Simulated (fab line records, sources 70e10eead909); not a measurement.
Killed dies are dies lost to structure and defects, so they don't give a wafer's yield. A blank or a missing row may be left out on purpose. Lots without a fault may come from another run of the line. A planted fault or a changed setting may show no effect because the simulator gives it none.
Which tool did it? | flow nand_harc | 12 lots, 36 wafers sampled, at 2 steps of a route of 1302

WHAT THE GAUGES READ, wafer by wafer
NHARC_A_SOURCE_PLATE_THK_MEAS_06: measures by ellipsometry.
lot  | measured     | on            | thk_nm (nm)
L075 | day 8 04:20  | film_metro-02 | 200.4 202.4 201.6
L078 | day 9 09:32  | film_metro-02 | 200.0 200.2 200.3
L079 | day 10 00:46 | film_metro-02 | 201.3 201.9 202.5
L080 | day 10 12:28 | film_metro-01 | 200.8 200.3 200.8
L083 | day 11 14:01 | film_metro-02 | 196.7 198.9 198.5
L085 | day 12 11:45 | film_metro-01 | 201.6 202.2 203.2
L087 | day 13 14:13 | film_metro-02 | 199.4 202.6 199.7
L089 | day 13 20:46 | film_metro-02 | 197.8 196.5 200.4
L091 | day 14 20:16 | film_metro-01 | 199.5 195.7 197.4
L093 | day 15 23:17 | film_metro-02 | 202.7 200.8 198.6
L095 | day 16 18:49 | film_metro-01 | 206.4 203.6 204.4
L097 | day 17 01:32 | film_metro-01 | 202.7 203.2 202.0

WHICH TOOL RAN EACH LOT (tool, then ch and the chambers of the sampled wafers, then the start)
lot  | NHARC_A_ZERO_WELL_ETCH_19
L075 | rie_diel-02 ch 0,1,3, day 7 06:01
L078 | rie_diel-02 ch 0,1, day 8 13:04
L079 | rie_diel-02 ch 0,1, day 9 02:16
L080 | rie_diel-07 ch 2,3, day 9 17:43
L083 | rie_diel-07 ch 1,2, day 10 13:55
L085 | rie_diel-07 ch 1,3, day 11 14:40
L087 | rie_diel-02 ch 1,2,3, day 12 16:55
L089 | rie_diel-07 ch 0,2,3, day 12 22:22
L091 | rie_diel-02 ch 0,1, day 13 23:39
L093 | rie_diel-07 ch 2,3, day 15 01:05
L095 | rie_diel-07 ch 0,3, day 15 19:34
L097 | rie_diel-07 ch 1,2, day 16 04:24
- NHARC_A_ZERO_WELL_ETCH_19: etches the open film in N2/H2, target depth 80 nm, overetch 24 nm, time 87.88 s.

THE ANSWER, worked out from the rows above alone
Rule: what is usual is taken from the lots themselves. Put in order of their means at a reading, lots are off if they are a third of the lots or fewer, leave a main group of 4 or more, and stand apart from it by a gap of 3 or more times the standard deviation of the main group's means; of several such gaps the widest counts. A main group whose means are all the same, to the digits that the tables above print for the reading, isn't used. A lot without any number at a reading at which 4 lots or more have one is off too. The other lots that the step has rows for count as sound.
No lot is off at any reading shown: from this, nothing can be told.

WHAT THE SIMULATOR HAD PUT IN
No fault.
